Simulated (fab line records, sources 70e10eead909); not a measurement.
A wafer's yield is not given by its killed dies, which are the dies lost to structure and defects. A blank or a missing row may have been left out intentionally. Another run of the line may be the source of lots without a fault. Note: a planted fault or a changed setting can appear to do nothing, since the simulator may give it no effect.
Chamber matching :: flow nand harc :: NHARC_A_STAIRCASE_DESCUM_270 on rie diel-04: 4 sister chambers
The step chemistry O2, time 3 s. 18 wafers are shown with their chamber, then 9 later ones without.

== WAFERS WITH THEIR CHAMBER ==
wafer: L079.1
chamber: 0
drypump motor current A (A): 5.4
rf vpp V (V): 57.4
showerhead plenum p Torr (Torr): 1.78

wafer: L079.2
chamber: 3
drypump motor current A (A): 5.4
rf vpp V (V): 58.5
showerhead plenum p Torr (Torr): 1.87

wafer: L079.6
chamber: 2
drypump motor current A (A): 6.1
rf vpp V (V): 57.3
showerhead plenum p Torr (Torr): 1.81

wafer: L080.1
chamber: 1
drypump motor current A (A): 4.9
rf vpp V (V): 57.6
showerhead plenum p Torr (Torr): 1.84

wafer: L080.2
chamber: 0
drypump motor current A (A): 5.4
rf vpp V (V): 57.7
showerhead plenum p Torr (Torr): 1.78

wafer: L080.4
chamber: 3
drypump motor current A (A): 5.4
rf vpp V (V): 57.1
showerhead plenum p Torr (Torr): 1.87

wafer: L085.1
chamber: 0
drypump motor current A (A): 5.4
rf vpp V (V): 58.6
showerhead plenum p Torr (Torr): 1.77

wafer: L085.4
chamber: 2
drypump motor current A (A): 6.0
rf vpp V (V): 56.3
showerhead plenum p Torr (Torr): 1.81

wafer: L085.6
chamber: 1
drypump motor current A (A): 4.9
rf vpp V (V): 57.2
showerhead plenum p Torr (Torr): 1.83

wafer: L087.1
chamber: 1
drypump motor current A (A): 4.9
rf vpp V (V): 57.5
showerhead plenum p Torr (Torr): 1.83

wafer: L087.2
chamber: 0
drypump motor current A (A): 5.4
rf vpp V (V): 57.1
showerhead plenum p Torr (Torr): 1.77

wafer: L087.3
chamber: 3
drypump motor current A (A): 5.4
rf vpp V (V): 57.4
showerhead plenum p Torr (Torr): 1.87

wafer: L089.3
chamber: 1
drypump motor current A (A): 4.9
rf vpp V (V): 58.6
showerhead plenum p Torr (Torr): 1.83

wafer: L089.4
chamber: 0
drypump motor current A (A): 5.4
rf vpp V (V): 57.7
showerhead plenum p Torr (Torr): 1.77

wafer: L089.6
chamber: 0
drypump motor current A (A): 5.4
rf vpp V (V): 57.9
showerhead plenum p Torr (Torr): 1.77

wafer: L094.1
chamber: 3
drypump motor current A (A): 5.5
rf vpp V (V): 58.6
showerhead plenum p Torr (Torr): 1.86

wafer: L094.5
chamber: 0
drypump motor current A (A): 5.4
rf vpp V (V): 57.8
showerhead plenum p Torr (Torr): 2.07

wafer: L094.6
chamber: 3
drypump motor current A (A): 5.4
rf vpp V (V): 57.6
showerhead plenum p Torr (Torr): 1.86

SIGNATURES (averages over the wafers above)
reading: drypump motor current A
chamber 0: 5.400
chamber 1: 4.900
chamber 2: 6.050
chamber 3: 5.420
scatter within a chamber: 0.0305

reading: rf vpp V
chamber 0: 57.743
chamber 1: 57.725
chamber 2: 56.800
chamber 3: 57.840
scatter within a chamber: 0.58

reading: showerhead plenum p Torr
chamber 0: 1.8157
chamber 1: 1.8325
chamber 2: 1.8100
chamber 3: 1.8660
scatter within a chamber: 0.0736
Rule: distance of a wafer from a chamber = root of the sum over the readings of ((wafer's reading minus chamber's mean) / reading's scatter) squared. The wafer belongs to the nearest chamber; if the next one is less than 2 further off, it can't be placed. The scatter: take each reading less its chamber's mean, square it, sum over the shown wafers, divide by the number of wafers less the number of chambers, and take the root.

== WAFERS WITHOUT THEIR CHAMBER ==
wafer: L095.1
drypump motor current A (A): 5.4
rf vpp V (V): 57.2
showerhead plenum p Torr (Torr): 1.86

wafer: L095.4
drypump motor current A (A): 5.5
rf vpp V (V): 59.1
showerhead plenum p Torr (Torr): 2.07

wafer: L095.6
drypump motor current A (A): 6.0
rf vpp V (V): 56.5
showerhead plenum p Torr (Torr): 1.80

wafer: L096.1
drypump motor current A (A): 6.0
rf vpp V (V): 56.0
showerhead plenum p Torr (Torr): 1.80

wafer: L096.5
drypump motor current A (A): 4.9
rf vpp V (V): 57.7
showerhead plenum p Torr (Torr): 1.82

wafer: L096.6
drypump motor current A (A): 6.0
rf vpp V (V): 56.5
showerhead plenum p Torr (Torr): 1.80

wafer: L097.2
drypump motor current A (A): 4.8
rf vpp V (V): 58.3
showerhead plenum p Torr (Torr): 1.82

wafer: L097.4
drypump motor current A (A): 6.0
rf vpp V (V): 56.9
showerhead plenum p Torr (Torr): 1.80

wafer: L097.6
drypump motor current A (A): 4.8
rf vpp V (V): 56.2
showerhead plenum p Torr (Torr): 1.82

== THE CHAMBER EACH PASSED THROUGH ==
wafer: L095.1
from the rows above: can't be placed: 0 or 3
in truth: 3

wafer: L095.4
from the rows above: can't be placed: 3 or 0
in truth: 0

wafer: L095.6
from the rows above: 2
in truth: 2

wafer: L096.1
from the rows above: 2
in truth: 2

wafer: L096.5
from the rows above: 1
in truth: 1

wafer: L096.6
from the rows above: 2
in truth: 2

wafer: L097.2
from the rows above: 1
in truth: 1

wafer: L097.4
from the rows above: 2
in truth: 2

wafer: L097.6
from the rows above: 1
in truth: 1
7 of 9 placed correctly. These rows do not allow placing 2 (true chamber among the candidates in 2). 0 placed wrongly.
